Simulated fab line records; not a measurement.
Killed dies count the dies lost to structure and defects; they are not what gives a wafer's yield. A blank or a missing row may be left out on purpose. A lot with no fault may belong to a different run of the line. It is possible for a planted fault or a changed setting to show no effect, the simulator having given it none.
Which of the tools did it? + flow n5_finfet + 10 lots (30 wafers sampled), 1 step of a 1938-step route

== WHAT EACH GAUGE READ, for each wafer ==
N5_BEOL_M5_OVL_MEAS_12.
| lot  | measured     | on         | M5_OVL (nm)    |
|------|--------------|------------|----------------|
| L075 | day 8 05:27  | overlay-02 | -0.5 0.8 1.3   |
| L076 | day 8 16:29  | overlay-01 | -0.4 -0.2 -0.6 |
| L080 | day 9 09:18  | overlay-01 | 0.1 1.0 0.2    |
| L083 | day 9 19:34  | overlay-01 | -0.3 1.1 1.6   |
| L085 | day 11 00:14 | overlay-02 | -0.4 0.7 -0.3  |
| L088 | day 11 09:06 | overlay-02 | 1.7 -0.3 0.5   |
| L090 | day 12 01:26 | overlay-01 | 0.4 -0.7 1.1   |
| L091 | day 12 08:26 | overlay-01 | 0.4 0.5 2.1    |
| L095 | day 13 02:57 | overlay-01 | 0.5 -0.8 1.3   |
| L096 | day 13 10:46 | overlay-01 | -0.5 1.1 0.2   |

== WHAT TOOL EACH LOT RAN ON (gives the tool, then ch and the chambers of the sampled wafers, and finally the start) ==
There is no process step in the record ahead of these readings.

== THE ANSWER, worked out from the rows above alone ==
Rule: the lots themselves supply what counts as usual. The widest of any qualifying gaps counts: lots, ordered by their means at a reading, are off when they make up no more than a third of the lots, leave a main group of 4 or more, and stand apart from it by 3 or more times the standard deviation of that group's means. A main group is skipped when, at the precision printed for the reading in the tables above, its means are all equal. A lot without any number at a reading at which 4 lots or more have one is off too. All remaining lots with rows at the step are treated as sound.
Across all readings shown, no lot is off: no conclusion can be drawn from this.

== WHAT THE SIMULATOR HAD PUT IN ==
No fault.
